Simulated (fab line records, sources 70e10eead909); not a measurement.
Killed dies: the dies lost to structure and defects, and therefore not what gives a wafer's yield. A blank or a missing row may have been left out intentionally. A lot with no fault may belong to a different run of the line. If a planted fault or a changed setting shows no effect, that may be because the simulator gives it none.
fab line records    flow nand_harc
[record] lots = 6  wafers = 18  last_day = 31
route steps=1302 shown P_M0@282 P_M1@285 END@1302
lots with no fault: from the same line, run without faults
start_h: hours from the record's opening day to when the first of the lot's shown wafers began    wait_h: hours from the lot's prior step to this one    " repeats the value in the row above    L1.1+2: a row that stands for several wafers    - value missing, or start not given    * or withheld: withheld    < > ~ a bound
route shown NAME@n: NAME is a module with steps in the file, n the number in the route of the first one    usual: mean/standard deviation of fault-free wafers    same: alike in all rows    chamber/n: place in a boat    sites: per-site readings    _std_site: the values' standard deviation    _edge_site: inner sites' mean taken away from outer sites' mean    radius_mm: how far each site lies from the wafer's centre    mask NAME#n: copy n    behind: the tool/chamber that last shaped the wafer    hold: cause of the lot's hold/its duration in hours/its outcome    device: the transistor (n, p or np) that didn't switch    end of line: the route-end tests of the same wafers    a step without rows: its recipe alone    killed: not the wafer's yield, but the dies lost to structure and defects at the first sort    map: dies across one wafer; x = killed, . = not, _ = none there
set.NAME: setting as actually run; set.NAME@STEP: the setting as run at that earlier step    model.NAME: the simulator's own value behind a step, which no gauge read
lots at selected steps of the route; one table per step, one row per wafer
services: from which hour (start_h, from the record's first day; less than 0 if before it) a tool's chamber was out of use, for how many hours, and why
[[steps]]
[step NHARC_P_M0_INSPECT_27]
[usual] raw_defect_count = 339/140
lot.wafer  tool               chamber  start_h  wait_h  raw_defect_count
L871.1     defect_inspect-01  -        124.42   0.0     399
L871.2     "                  -        "        "       435
L871.3     "                  -        "        "       386
L874.1     defect_inspect-01  -        152.77   0.0     478
L874.2     "                  -        "        "       330
L874.4     "                  -        "        "       319
L875.1     defect_inspect-01  -        169.56   0.0     267
L875.2     "                  -        "        "       325
L875.6     "                  -        "        "       217
L886.2     defect_inspect-01  -        275.37   0.0     280
L886.4     "                  -        "        "       573
L886.6     "                  -        "        "       309
L887.1     defect_inspect-01  -        281.97   0.0     161
L887.2     "                  -        "        "       176
L887.5     "                  -        "        "       175
L889.2     defect_inspect-02  -        300.62   0.0     292
L889.4     "                  -        "        "       358
L889.6     "                  -        "        "       237
[step NHARC_P_M0_PRE_CLEAN_31]
[recipe] time_s = 12  temp_c = 370  rf_power_w = 300  gas = NH3
[usual] heater_power_w = 622/61
lot.wafer  tool      chamber  start_h  wait_h  heater_power_w
L871.2     pecvd-01  2        124.48   0.1     567
L871.1     "         0        "        "       515
L871.3     "         1        "        "       579
L874.2     pecvd-03  2        153.00   0.2     687
L874.1     "         0        "        "       509
L874.4     "         1        "        "       602
L875.1     pecvd-02  1        169.62   0.1     704
L875.2     "         0        "        "       670
L875.6     "         1        "        "       703
L886.2     pecvd-01  2        275.45   0.1     636
L886.4     "         2        "        "       644
L886.6     "         0        "        "       621
L887.2     pecvd-02  2        282.03   0.1     539
L887.1     "         0        "        "       580
L887.5     "         1        "        "       701
L889.2     pecvd-02  2        300.70   0.1     550
L889.6     "         2        "        "       552
L889.4     "         0        "        "       678
[step NHARC_P_M0_DEP_32]
[recipe] target_thk_a = 300  temp_c = 370  target_thk_nm = 30  pressure_torr = 3  flow_sccm = 200  rf_w = 450  material = SiCN
[usual] heater_power_w = 566/64
lot.wafer  tool      chamber  start_h  wait_h  heater_power_w
L871.2     pecvd-01  2        124.57   0.1     638
L871.1     "         0        "        "       466
L871.3     "         1        "        "       618
L874.2     pecvd-03  2        153.11   0.1     734
L874.1     "         0        "        "       513
L874.4     "         1        "        "       555
L875.1     pecvd-02  1        169.70   0.1     606
L875.2     "         0        "        "       560
L875.6     "         1        "        "       618
L886.2     pecvd-01  2        275.56   0.1     517
L886.4     "         2        "        "       502
L886.6     "         0        "        "       565
L887.2     pecvd-02  2        282.11   0.1     453
L887.1     "         0        "        "       661
L887.5     "         1        "        "       628
L889.2     pecvd-02  2        300.81   0.1     494
L889.6     "         2        "        "       505
L889.4     "         0        "        "       538
[step NHARC_P_M1_DEP_00]
[recipe] target_thk_a = 1825  target_thk_nm = 182.5  temp_c = withheld  pressure_torr = 5  flow_sccm = 200  rf_w = 600  material = SiOC
[step NHARC_P_M1_DEHYDRATE_01]
[recipe] temp_c = 150  time_s = 120
[step NHARC_P_M1_HMDS_02]
[recipe] time_s = 30
[step NHARC_P_M1_COAT_34]
[recipe] temp_c = 200  time_s = 65
[step NHARC_P_M1_COAT_03]
[recipe] spin_rpm = 1500  resist_thk_nm = 90
[step NHARC_P_M1_SOFTBAKE_04]
[recipe] temp_c = 105  time_s = 55
[step NHARC_P_M1_EBR_05]
[step NHARC_P_M1_EXPOSE_06]
[recipe] na = 1.35  target_cd_nm = 130  dose_mj = 81.88  mask_id = P_M1
[step NHARC_P_M1_PEB_07]
[recipe] peb_temp_c = 100  peb_time_s = 65
[usual] heater_power_total_W = 156.6/0.44
lot.wafer  tool            chamber  start_h  wait_h  heater_power_total_W
L871.1     litho_track-04  0        125.61   0.1     157.0
L871.2     "               0        "        "       157.1
L871.3     "               0        "        "       156.5
L874.1     litho_track-04  0        154.11   0.1     156.0
L874.2     "               0        "        "       172.7
L874.4     "               0        "        "       157.1
L875.1     litho_track-04  0        170.75   0.1     157.1
L875.2     "               0        "        "       171.7
L875.6     "               0        "        "       157.1
L886.2     litho_track-04  0        276.68   0.1     156.3
L886.4     "               0        "        "       157.1
L886.6     "               0        "        "       157.0
L887.1     litho_track-01  0        283.28   0.1     156.7
L887.2     "               0        "        "       156.1
L887.5     "               0        "        "       157.1
L889.2     litho_track-01  0        301.82   0.1     157.1
L889.4     "               0        "        "       156.7
L889.6     "               0        "        "       157.0
[step NHARC_P_M1_DEVELOP_08]
[recipe] develop_time_s = 35  dev_temp_c = 23
[step NHARC_P_M1_CD_MEAS_09]
[recipe] target_cd_nm = 130  landing_energy_ev = 500
[usual] cd_nm = 129.3/0.67
lot.wafer  tool       chamber  start_h  wait_h  cd_nm
L871.1     cd_sem-01  0        125.69   -       129.3
L871.2     "          0        "        "       130.0
L871.3     "          0        "        "       129.9
L874.1     cd_sem-02  0        154.19   -       129.9
L874.2     "          0        "        "       122.7
L874.4     "          0        "        "       129.7
L875.1     cd_sem-01  0        170.83   -       129.5
L875.2     "          0        "        "       122.7
L875.6     "          0        "        "       130.0
L886.2     cd_sem-03  0        276.76   -       130.0
L886.4     "          0        "        "       129.7
L886.6     "          0        "        "       129.7
L887.1     cd_sem-02  0        283.36   -       128.2
L887.2     "          0        "        "       129.7
L887.5     "          0        "        "       129.3
L889.2     cd_sem-02  0        301.90   -       128.5
L889.4     "          0        "        "       128.7
L889.6     "          0        "        "       128.9
[step NHARC_P_M1_OVL_MEAS_10]
[recipe] pitch_nm = 260
[usual] overlay_x_nm = 0.0/0.79  overlay_y_nm = 0.2/0.83
lot.wafer  tool        chamber  start_h  wait_h  overlay_x_nm  overlay_y_nm
L871.1     overlay-01  -        125.78   -       -0.6          1.1
L871.2     "           -        "        "       -0.6          1.1
L871.3     "           -        "        "       -0.2          0.8
L874.1     overlay-02  -        154.28   -       0.9           -0.1
L874.2     "           -        "        "       1.1           -0.3
L874.4     "           -        "        "       0.7           0.2
L875.1     overlay-01  -        170.92   -       1.7           1.1
L875.2     "           -        "        "       1.5           1.4
L875.6     "           -        "        "       1.7           1.1
L886.2     overlay-02  -        276.85   -       -0.3          -1.1
L886.4     "           -        "        "       0.2           -0.8
L886.6     "           -        "        "       0.2           -1.3
L887.1     overlay-01  -        283.45   -       -0.1          -0.2
L887.2     "           -        "        "       -0.4          -0.3
L887.5     "           -        "        "       -0.2          0.0
L889.2     overlay-01  -        301.98   -       0.4           1.0
L889.4     "           -        "        "       1.6           1.1
L889.6     "           -        "        "       0.9           0.7
[step NHARC_P_M1_INSPECT_11]
[usual] raw_defect_count = 4.7/2.8
lot.wafer  tool               chamber  start_h  wait_h  raw_defect_count
L871.1     defect_inspect-02  -        125.82   0.0     6
L871.2     "                  -        "        "       4
L871.3     "                  -        "        "       1
L874.1     defect_inspect-02  -        154.32   0.0     1
L874.2     "                  -        "        "       1
L874.4     "                  -        "        "       3
L875.1     defect_inspect-02  -        170.95   0.0     1
L875.2     "                  -        "        "       2
L875.6     "                  -        "        "       3
L886.2     defect_inspect-02  -        276.88   0.0     3
L886.4     "                  -        "        "       2
L886.6     "                  -        "        "       2
L887.1     defect_inspect-02  -        283.48   0.0     14
L887.2     "                  -        "        "       7
L887.5     "                  -        "        "       7
L889.2     defect_inspect-01  -        302.02   0.0     1
L889.4     "                  -        "        "       2
L889.6     "                  -        "        "       6
[step NHARC_P_M1_DESCUM_14]
[recipe] time_s = 3  o2_flow_sccm = 200  ar_flow_sccm = 0  bias_power_w = 0  chemistry = O2
[usual] drypump_motor_current_A = 5.8/0.44  oes_product_au = 0.993/0.0084  rf_vpp_V = 57.6/0.81  showerhead_plenum_p_Torr = 1.87/0.064  throttle_valve_pct = 11.310/0.011
lot.wafer  tool         chamber  start_h  wait_h  drypump_motor_current_A  oes_product_au  rf_hours_counter_h  rf_vpp_V  showerhead_plenum_p_Torr  throttle_valve_pct  model.P_M1.cd_nm
L871.1     rie_diel-06  3        125.88   0.1     5.3                      1.004           15                  56.7      1.93                      11.304              128.8
L871.3     "            1        "        "       6.0                      0.995           12                  56.6      1.77                      11.297              129.6
L871.2     "            2        "        "       6.0                      0.994           13                  58.9      1.94                      11.301              130.4
L874.1     rie_diel-13  3        154.38   0.1     5.0                      0.993           9                   58.4      1.90                      11.319              129.3
L874.4     "            1        "        "       5.0                      0.994           8                   57.8      1.88                      11.315              129.2
L874.2     "            2        "        "       6.2                      0.989           9                   57.6      1.81                      11.321              122.5
L875.2     rie_diel-06  1        171.01   0.1     6.0                      0.998           2                   57.1      1.77                      11.295              122.8
L875.1     "            2        "        "       6.0                      0.992           2                   58.0      1.93                      11.300              129.7
L875.6     "            1        "        "       6.0                      0.992           -                   57.2      1.77                      11.324              129.6
L886.2     rie_diel-13  1        276.94   0.1     5.0                      0.993           8                   58.3      1.88                      11.295              129.6
L886.4     "            0        "        "       5.8                      0.975           6                   56.0      1.83                      11.297              130.6
L886.6     "            1        "        "       5.0                      0.993           -                   57.5      1.88                      11.323              129.5
L887.1     rie_diel-06  1        283.54   0.1     6.0                      0.989           12                  58.0      1.77                      11.295              128.1
L887.2     "            2        "        "       6.0                      0.996           12                  57.7      1.93                      11.298              130.2
L887.5     "            1        "        "       6.0                      0.991           -                   57.3      1.77                      11.301              129.1
L889.2     rie_diel-13  2        302.08   0.1     6.1                      1.000           9                   58.4      1.81                      11.302              128.9
L889.4     "            1        "        "       5.0                      0.998           10                  58.7      1.88                      11.307              128.3
L889.6     "            3        "        "       5.1                      0.993           -                   56.5      1.89                      11.317              128.3
[step NHARC_P_M1_ETCH_35]
[recipe] target_depth_a = 400  overetch_a = 120  time_s = 43.94  ion_energy_ev = 200  n2_flow_sccm = 150  h2_flow_sccm = 150  ar_flow_sccm = 0  rf_w = 400  bias_w = 150  chemistry = N2/H2
[usual] drypump_motor_current_A = 5.7/0.45  oes_product_au = 0.993/0.0081  rf_vpp_V = 429.4/1.9  showerhead_plenum_p_Torr = 2.00/0.066  throttle_valve_pct = 14.172/0.0093
lot.wafer  tool         chamber  start_h  wait_h  drypump_motor_current_A  oes_product_au  rf_hours_counter_h  rf_vpp_V  showerhead_plenum_p_Torr  throttle_valve_pct
L871.2     rie_diel-06  2        125.96   0.1     6.0                      0.999           13                  431.1     2.06                      14.158
L871.3     "            3        "        "       5.3                      1.001           15                  431.7     2.06                      14.176
L871.1     "            1        "        "       6.0                      0.996           12                  425.4     1.89                      14.174
L874.1     rie_diel-13  3        154.46   0.1     5.1                      0.993           9                   431.4     2.02                      14.179
L874.4     "            1        "        "       5.0                      0.998           8                   428.6     2.01                      14.172
L874.2     "            2        "        "       6.2                      0.996           9                   426.7     1.93                      14.163
L875.2     rie_diel-06  1        171.11   0.1     6.0                      0.994           2                   426.9     1.89                      14.182
L875.1     "            2        "        "       6.0                      0.979           2                   432.9     2.06                      14.179
L875.6     "            0        "        "       6.3                      0.987           -                   427.9     1.97                      14.176
L886.4     rie_diel-13  0        277.04   0.1     5.7                      0.997           7                   428.3     1.95                      14.167
L886.2     "            2        "        "       6.2                      0.995           8                   426.8     1.93                      14.184
L886.6     "            0        "        "       5.7                      0.988           -                   428.1     1.95                      14.170
L887.2     rie_diel-06  1        283.64   0.1     6.0                      0.987           12                  425.9     1.88                      14.162
L887.1     "            2        "        "       6.0                      0.988           12                  430.7     2.06                      14.176
L887.5     "            0        "        "       6.3                      0.978           -                   430.3     1.97                      14.162
L889.4     rie_diel-13  3        302.17   0.1     5.1                      1.000           8                   430.3     2.02                      14.172
L889.2     "            0        "        "       5.7                      0.988           8                   429.4     1.95                      14.156
L889.6     "            2        "        "       6.2                      0.988           -                   426.5     1.92                      14.173
[step NHARC_P_M1_ETCH_15]
[recipe] target_depth_a = 1825  time_s = 91.2  c4f8_flow_sccm = withheld  ar_flow_sccm = 400  rf_w = 600  bias_w = 300  chemistry = C4F8/Ar
[usual] oes_product_au = 0.954/0.019  rf_vpp_V = 439.4/2.2
lot.wafer  tool         chamber  start_h  wait_h  oes_product_au  rf_hours_counter_h  rf_vpp_V
L871.3     rie_diel-06  2        -        -       0.973           14                  442.7
L871.2     "            3        "        "       0.959           15                  440.8
L871.1     "            1        "        "       0.986           12                  435.3
L874.1     rie_diel-13  1        -        -       0.969           8                   437.5
L874.4     "            2        "        "       0.958           9                   437.4
L874.2     "            3        "        "       0.943           9                   439.0
L875.1     rie_diel-06  0        -        -       0.955           2                   437.9
L875.2     "            1        "        "       0.952           2                   437.4
L875.6     "            0        "        "       0.962           -                   438.7
L886.4     rie_diel-13  2        -        -       0.920           8                   437.5
L886.2     "            0        "        "       0.915           7                   438.4
L886.6     "            2        "        "       0.909           -                   437.4
L887.2     rie_diel-06  2        -        -       0.958           12                  442.4
L887.1     "            1        "        "       0.953           12                  437.1
L887.5     "            3        "        "       0.959           -                   441.3
L889.2     rie_diel-13  1        -        -       0.961           10                  440.9
L889.4     "            2        "        "       0.941           10                  436.8
L889.6     "            0        "        "       0.945           -                   437.3
[step NHARC_P_M1_CD_MEAS_16]
[usual] cd_nm = 129.3/0.8
lot.wafer  tool       chamber  start_h  wait_h  cd_nm
L871.1     cd_sem-01  -        126.18   -       128.0
L871.2     "          -        "        "       130.2
L871.3     "          -        "        "       130.2
L874.1     cd_sem-03  -        154.68   -       129.2
L874.2     "          -        "        "       122.6
L874.4     "          -        "        "       129.2
L875.1     cd_sem-03  -        171.32   -       129.4
L875.2     "          -        "        "       123.2
L875.6     "          -        "        "       129.8
L886.2     cd_sem-01  -        277.25   -       129.8
L886.4     "          -        "        "       130.4
L886.6     "          -        "        "       129.2
L887.1     cd_sem-01  -        283.85   -       127.9
L887.2     "          -        "        "       130.7
L887.5     "          -        "        "       129.1
L889.2     cd_sem-01  -        302.39   -       129.2
L889.4     "          -        "        "       128.1
L889.6     "          -        "        "       128.6
[step NHARC_P_M1_STRIP_18]
[recipe] power_w = 1000  n2_flow_sccm = 150  h2_flow_sccm = 150  ar_flow_sccm = 0  bias_w = 0  chemistry = N2/H2
[usual] drypump_motor_current_A = 5.7/0.48  oes_product_au = 0.995/0.0083  rf_vpp_V = 90.5/0.86  showerhead_plenum_p_Torr = 1.99/0.062  throttle_valve_pct = 14.171/0.0095
lot.wafer  tool         chamber  start_h  wait_h  drypump_motor_current_A  oes_product_au  rf_hours_counter_h  rf_vpp_V  showerhead_plenum_p_Torr  throttle_valve_pct
L871.2     rie_diel-13  3        126.26   0.1     5.1                      1.014           8                   90.1      2.02                      14.165
L871.3     "            0        "        "       5.8                      0.996           8                   89.6      1.95                      14.184
L871.1     "            2        "        "       6.2                      0.999           7                   89.6      1.93                      14.176
L874.4     rie_diel-06  3        154.76   0.1     5.3                      0.983           1                   91.1      2.05                      14.164
L874.1     "            0        "        "       6.3                      0.995           1                   90.6      1.97                      14.168
L874.2     "            1        "        "       6.0                      0.990           1                   90.4      1.89                      14.169
L875.2     rie_diel-06  1        171.42   0.1     6.0                      0.987           2                   89.2      1.89                      14.173
L875.1     "            3        "        "       5.3                      0.994           2                   92.0      2.05                      14.161
L875.6     "            0        "        "       6.3                      0.998           -                   89.8      1.97                      14.162
L886.2     rie_diel-06  3        277.32   0.1     5.3                      0.987           12                  89.9      2.05                      14.177
L886.4     "            1        "        "       6.0                      0.998           11                  89.1      1.88                      14.188
L886.6     "            3        "        "       5.3                      0.986           -                   91.8      2.05                      14.171
L887.2     rie_diel-13  2        283.95   0.1     6.2                      0.998           8                   91.2      1.92                      14.166
L887.1     "            0        "        "       5.8                      0.986           7                   90.6      1.95                      14.161
L887.5     "            2        "        "       6.2                      0.990           -                   90.0      1.93                      14.184
L889.4     rie_diel-13  0        302.46   0.1     5.7                      0.974           8                   90.6      1.95                      14.160
L889.2     "            2        "        "       6.1                      0.997           10                  90.9      1.92                      14.179
L889.6     "            0        "        "       5.7                      0.975           -                   90.1      1.95                      14.167
[step NHARC_P_M1_ETCH_28]
[recipe] target_depth_a = 300  over_etch_frac = 0.3  time_s = 72.99  ion_energy_ev = 150  cf4_flow_sccm = 50  n2_flow_sccm = 100  ar_flow_sccm = 150  rf_w = 300  bias_w = 100  chemistry = CF4/N2
[usual] drypump_motor_current_A = 5.7/0.47  oes_product_au = 0.994/0.0077  rf_vpp_V = 313.2/1.6  showerhead_plenum_p_Torr = 2.56/0.074  throttle_valve_pct = 19.794/0.0089
lot.wafer  tool         chamber  start_h  wait_h  drypump_motor_current_A  oes_product_au  rf_hours_counter_h  rf_vpp_V  showerhead_plenum_p_Torr  throttle_valve_pct  model.P_M1.cd_nm
L871.2     rie_diel-13  1        -        -       5.0                      1.008           6                   314.5     2.59                      19.796              129.5
L871.3     "            2        "        "       6.1                      1.000           7                   311.9     2.49                      19.771              130
L871.1     "            3        "        "       5.1                      0.999           8                   314.3     2.60                      19.783              128.8
L874.4     rie_diel-06  1        -        -       6.0                      0.996           1                   310.2     2.44                      19.800              130.2
L874.1     "            3        "        "       5.3                      0.998           1                   314.8     2.64                      19.792              128.5
L874.2     "            0        "        "       6.3                      0.999           1                   313.3     2.54                      19.798              123.6
L875.1     rie_diel-06  3        -        -       5.3                      0.984           2                   315.6     2.64                      19.801              129.7
L875.2     "            0        "        "       6.3                      0.996           2                   311.9     2.54                      19.797              124.3
L875.6     "            3        "        "       5.3                      0.982           -                   314.5     2.64                      19.803              129.3
L886.4     rie_diel-06  2        -        -       6.0                      0.999           11                  315.5     2.65                      19.800              131.3
L886.2     "            3        "        "       5.3                      0.979           12                  313.5     2.64                      19.784              130.3
L886.6     "            0        "        "       6.2                      0.984           -                   312.8     2.54                      19.803              130.2
L887.2     rie_diel-13  2        -        -       6.2                      0.995           8                   311.5     2.49                      19.784              130.7
L887.1     "            3        "        "       5.1                      0.988           7                   315.5     2.60                      19.785              128.5
L887.5     "            2        "        "       6.1                      0.989           -                   312.7     2.49                      19.798              128.8
L889.2     rie_diel-13  3        -        -       5.1                      0.987           8                   313.9     2.60                      19.796              129.2
L889.4     "            0        "        "       5.7                      0.977           8                   310.7     2.52                      19.795              128.7
L889.6     "            3        "        "       5.1                      0.985           -                   314.0     2.60                      19.800              129.4
[step NHARC_P_M1_STRIP_19]
[recipe] time_s = 600  temp_c = 30  chemistry = post_etch_residue_remover
[step NHARC_END_SORT_01]
[recipe] temp_c = 25
[usual] defect_limited_yield = 91/3  killed_at_array = 54/21  killed_at_other = 1.0/1.2  killed_at_periphery = 3.6/2.6  killed_dies = 58/20  killed_open = 3.3/1.9  killed_short = 2.6/1.5  sort_bin_2_pct = 3.1/1.4  sort_bin_3_pct = 0.6/0.37  sort_bin_4_pct = 4.9/1.6  sort_n_pass = 619/20  sort_rim_yield_pct = 91/4.3  sort_yield_pct = 91/3
[same] gross_dies = 677  sort_bin_5_pct[%] = 0  sort_bin_6_pct[%] = 0  sort_bin_7_pct[%] = 0  sort_bin_8_pct[%] = 0  sort_rim_n_gross = 106.00
lot.wafer  tool       chamber  start_h  wait_h  defect_limited_yield[%]  killed_at_array  killed_at_other  killed_at_periphery  killed_dies  killed_open  killed_short  sort_bin_2_pct[%]  sort_bin_3_pct[%]  sort_bin_4_pct[%]  sort_n_pass  sort_rim_yield_pct[%]  sort_yield_pct[%]
L871.1     prober-01  0        572.35   2.5     92                       46               4                1                    51           2            1             2.2                0.4                4.9                626          92                     92
L871.2     prober-01  0        573.15   2.8     94                       40               4                0                    44           1            4             1.9                0.1                4.4                633          98                     94
L871.3     prober-01  0        573.96   3.1     92                       45               3                4                    52           6            4             3.8                0.7                3.1                625          94                     92
L874.1     prober-01  0        594.77   2.5     92                       55               0                1                    56           3            1             3.1                0.4                4.7                621          94                     92
L874.2     prober-01  0        595.57   2.8     92                       49               0                2                    51           8            1             2.5                0.4                4.6                626          98                     92
L874.4     prober-01  0        597.16   3.4     93                       46               0                2                    48           4            2             2.2                0.4                4.4                629          91                     93
L875.1     prober-02  0        601.43   2.5     93                       45               1                1                    47           1            2             3.0                0.4                3.5                630          91                     93
L875.2     prober-02  0        602.23   2.8     91                       56               1                1                    58           2            4             2.7                0.6                5.3                619          89                     91
L875.6     prober-02  0        605.44   4.0     92                       53               0                1                    54           2            6             2.8                0.1                5.0                623          92                     92
L887.1     prober-02  0        714.25   2.5     89                       65               1                8                    74           2            1             2.8                0.6                7.5                603          93                     89
L887.2     prober-02  0        715.04   2.8     91                       59               1                3                    63           5            2             3.7                0.9                4.7                614          94                     91
L886.2     prober-02  0        722.82   2.8     89                       67               1                5                    73           7            1             3.7                1.3                5.8                604          83                     89
L886.4     prober-02  0        724.44   3.4     91                       58               0                4                    62           5            4             4.1                0.6                4.4                615          89                     91
L886.6     prober-02  0        726.06   4.1     91                       55               2                3                    60           0            2             3.0                0.3                5.6                617          92                     91
L889.2     prober-02  0        741.34   2.8     92                       54               1                1                    56           3            3             3.0                0.4                4.9                621          89                     92
L889.4     prober-02  0        742.93   3.4     90                       62               3                1                    66           3            1             3.5                1.0                5.2                611          90                     90
L889.6     prober-02  0        744.53   4.0     94                       37               0                2                    39           5            2             2.4                0.3                3.1                638          92                     94
// killed by level:class
L871.1 A_CHANNEL_HOLE_D2:chamber_film_flake=36 THIN_TSV:chamber_film_flake=4 A_CHANNEL_HOLE_D1:chamber_film_flake=2 A_STAIRCASE:chamber_film_flake=2 A_CONTACT:chamber_film_flake=2 A_CHANNEL_HOLE_D2:geometric_particle:open=1 A_WL_FILL:geometric_particle:short=1 A_WL_FILL:geometric_particle:open=1
L871.2 A_CHANNEL_HOLE_D2:chamber_film_flake=31 THIN_TSV:chamber_film_flake=4 A_STAIRCASE:chamber_film_flake=3 A_CHANNEL_FILL_D1:geometric_particle:short=1 A_ONON_D2:geometric_particle:short=1 A_CHANNEL_FILL_D2:geometric_particle:open=1 A_CHANNEL_FILL_D2:geometric_particle:short=1 A_CONTACT:geometric_particle:short=1
L871.3 A_CHANNEL_HOLE_D2:chamber_film_flake=33 A_ZERO_WELL:chamber_film_flake=4 THIN_TSV:chamber_film_flake=3 P_M1:geometric_particle:open=2 A_CHANNEL_FILL_D2:geometric_particle:short=2 P_CONTACT:geometric_particle:open=1 P_M0:geometric_particle:open=1 A_ONON_D1:geometric_particle:open=1
L874.1 A_CHANNEL_HOLE_D1:chamber_film_flake=36 A_CHANNEL_HOLE_D2:chamber_film_flake=6 A_CONTACT:chamber_film_flake=5 A_CHANNEL_FILL_D1:geometric_particle:open=1 A_DECK1_JOINT:geometric_particle:open=1 A_CHANNEL_FILL_D2:geometric_particle:short=1 A_M1:geometric_particle:open=1 P_STI:chamber_film_flake=1
L874.2 A_CHANNEL_HOLE_D1:chamber_film_flake=25 A_CHANNEL_HOLE_D2:chamber_film_flake=7 A_DECK1_JOINT:chamber_film_flake=4 A_M0:geometric_particle:open=3 A_CHANNEL_FILL_D1:chamber_film_flake=2 A_STAIRCASE:chamber_film_flake=2 A_CONTACT:chamber_film_flake=2 P_GATE:geometric_particle:open=1
L874.4 A_CHANNEL_HOLE_D1:chamber_film_flake=28 A_CHANNEL_HOLE_D2:chamber_film_flake=6 A_BLC:geometric_particle:open=3 P_ZERO_WELL:chamber_film_flake=2 A_CONTACT:chamber_film_flake=2 A_ONON_D2:geometric_particle:open=1 A_CHANNEL_FILL_D2:geometric_particle:short=1 A_WL_FILL:geometric_particle:short=1
L875.1 A_SLIT:chamber_film_flake=16 A_CHANNEL_HOLE_D2:chamber_film_flake=15 A_CONTACT:chamber_film_flake=5 A_STAIRCASE:chamber_film_flake=3 A_M0:chamber_film_flake=3 P_CONTACT:geometric_particle:open=1 A_ONON_D2:geometric_particle:short=1 A_M0:geometric_particle:short=1
L875.2 A_SLIT:chamber_film_flake=28 A_CHANNEL_HOLE_D2:chamber_film_flake=6 A_STAIRCASE:chamber_film_flake=6 A_CONTACT:chamber_film_flake=4 A_CHANNEL_HOLE_D1:chamber_film_flake=3 A_DECK1_JOINT:geometric_particle:short=2 A_CHANNEL_HOLE_D1:geometric_particle:open=1 A_CHANNEL_FILL_D1:geometric_particle:open=1
L875.6 A_SLIT:chamber_film_flake=26 A_STAIRCASE:chamber_film_flake=7 A_CONTACT:chamber_film_flake=6 A_CHANNEL_HOLE_D2:chamber_film_flake=5 P_M0:geometric_particle:short=1 A_ONON_D1:geometric_particle:short=1 A_DECK1_JOINT:geometric_particle:short=1 A_CHANNEL_HOLE_D2:geometric_particle:short=1
L887.1 A_CHANNEL_HOLE_D1:chamber_film_flake=29 A_CHANNEL_HOLE_D2:chamber_film_flake=16 P_STI:chamber_film_flake=5 A_CONTACT:chamber_film_flake=5 A_SLIT:chamber_film_flake=4 A_BLC:chamber_film_flake=4 P_CONTACT:chamber_film_flake=3 A_DECK1_JOINT:chamber_film_flake=3
L887.2 A_CHANNEL_HOLE_D1:chamber_film_flake=27 A_CHANNEL_HOLE_D2:chamber_film_flake=11 A_CONTACT:chamber_film_flake=6 A_ONON_D2:geometric_particle:open=3 A_DECK1_JOINT:chamber_film_flake=2 A_BLC:chamber_film_flake=2 A_STAIRCASE:chamber_film_flake=2 A_DECK1_JOINT:geometric_particle:open=1
L886.2 A_SLIT:chamber_film_flake=35 A_CHANNEL_HOLE_D2:chamber_film_flake=15 A_BLC:chamber_film_flake=5 A_WL_FILL:geometric_particle:open=2 A_M0:geometric_particle:open=2 A_ZERO_WELL:chamber_film_flake=2 A_CONTACT:chamber_film_flake=2 P_CONTACT:geometric_particle:open=1
L886.4 A_SLIT:chamber_film_flake=20 A_CHANNEL_HOLE_D2:chamber_film_flake=13 A_CHANNEL_HOLE_D1:chamber_film_flake=7 A_CONTACT:chamber_film_flake=4 A_WL_FILL:chamber_film_flake=3 A_BLC:chamber_film_flake=3 A_ONON_D2:geometric_particle:open=2 P_GATE:chamber_film_flake=2
L886.6 A_SLIT:chamber_film_flake=19 A_CHANNEL_HOLE_D2:chamber_film_flake=15 A_CHANNEL_HOLE_D1:chamber_film_flake=8 A_WL_FILL:chamber_film_flake=5 A_CONTACT:chamber_film_flake=5 A_BLC:chamber_film_flake=2 THIN_TSV:chamber_film_flake=2 P_M0:geometric_particle:short=1
L889.2 A_CHANNEL_HOLE_D2:chamber_film_flake=24 A_SLIT:chamber_film_flake=18 A_STAIRCASE:chamber_film_flake=5 P_M0:geometric_particle:open=1 A_ONON_D1:geometric_particle:short=1 A_CHANNEL_HOLE_D2:geometric_particle:open=1 A_SGD_CUT:geometric_particle:short=1 A_WL_FILL:geometric_particle:short=1
L889.4 A_CHANNEL_HOLE_D2:chamber_film_flake=32 A_SLIT:chamber_film_flake=17 A_ZERO_WELL:chamber_film_flake=5 A_CHANNEL_HOLE_D1:chamber_film_flake=4 THIN_TSV:chamber_film_flake=3 P_CONTACT:geometric_particle:open=1 A_ONON_D2:geometric_particle:short=1 A_ONON_D2:geometric_particle:open=1
L889.6 A_SLIT:chamber_film_flake=16 A_CHANNEL_HOLE_D2:chamber_film_flake=7 A_CHANNEL_HOLE_D1:chamber_film_flake=6 A_CHANNEL_FILL_D2:geometric_particle:short=2 P_CONTACT:geometric_particle:open=1 P_M0:geometric_particle:open=1 A_CHANNEL_HOLE_D1:geometric_particle:open=1 A_CHANNEL_FILL_D2:geometric_particle:open=1
[[services]]
tool            chamber  start_h  hours  kind
rie_diel-06     0        109.20   -      clean
rie_diel-06     1        109.20   -      clean
rie_diel-06     2        109.20   -      clean
rie_diel-06     3        109.20   -      clean
pecvd-01        -        114.61   2.0    repair
rie_diel-13     0        119.51   -      clean
rie_diel-13     1        119.51   -      clean
rie_diel-13     2        119.51   -      clean
pecvd-03        -        129.65   0.3    repair
pecvd-01        -        130.06   13.0   pm
rie_diel-06     -        130.20   9.0    pm
pecvd-02        0        137.93   23.4   repair
pecvd-03        2        139.73   6.3    repair
pecvd-03        -        148.44   1.1    repair
litho_track-01  -        155.00   7.0    pm
rie_diel-13     -        165.00   9.0    pm
pecvd-03        -        185.00   13.0   pm
pecvd-01        2        193.21   11.8   repair
litho_track-04  -        203.00   7.0    pm
rie_diel-13     0        205.88   2.7    repair
rie_diel-13     3        212.98   2.3    repair
pecvd-02        -        227.11   13.0   pm
rie_diel-13     3        236.75   9.1    repair
rie_diel-06     2        262.08   8.7    repair
[[key]]
[first_sign] step = NHARC_P_M1_PEB_07  reading = heater_power_total_W  direction = up  sigmas = 35  usual = *  struck = *
[effect] step = NHARC_P_M1_CD_MEAS_09  reading = cd_nm  direction = down  sigmas = 10  usual = 129.3  struck = 122.7
[effect] step = NHARC_P_M1_CD_MEAS_16  reading = cd_nm  direction = down  sigmas = 8  usual = 129.3  struck = 122.9
[model_effect] step = NHARC_P_M1_DESCUM_14  value = P_M1.cd_nm  without = 129.2  struck = 122.6
[model_effect] step = NHARC_P_M1_ETCH_28  value = P_M1.cd_nm  without = 130.5  struck = 124
met_at NHARC_P_M1_PEB_07
struck_wafers L874.2,L875.2
onset_between 125.61 154.11
[fault] kind = process_parameter_drift  tool = litho_track-04  chamber = -  onset_h = 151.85  steps = NHARC_P_M1_PEB_07  channel = peb_time_s  offset = *  shape = step  end_h = 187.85  scope = struck_wafers_only  acts_in = *  stated = *
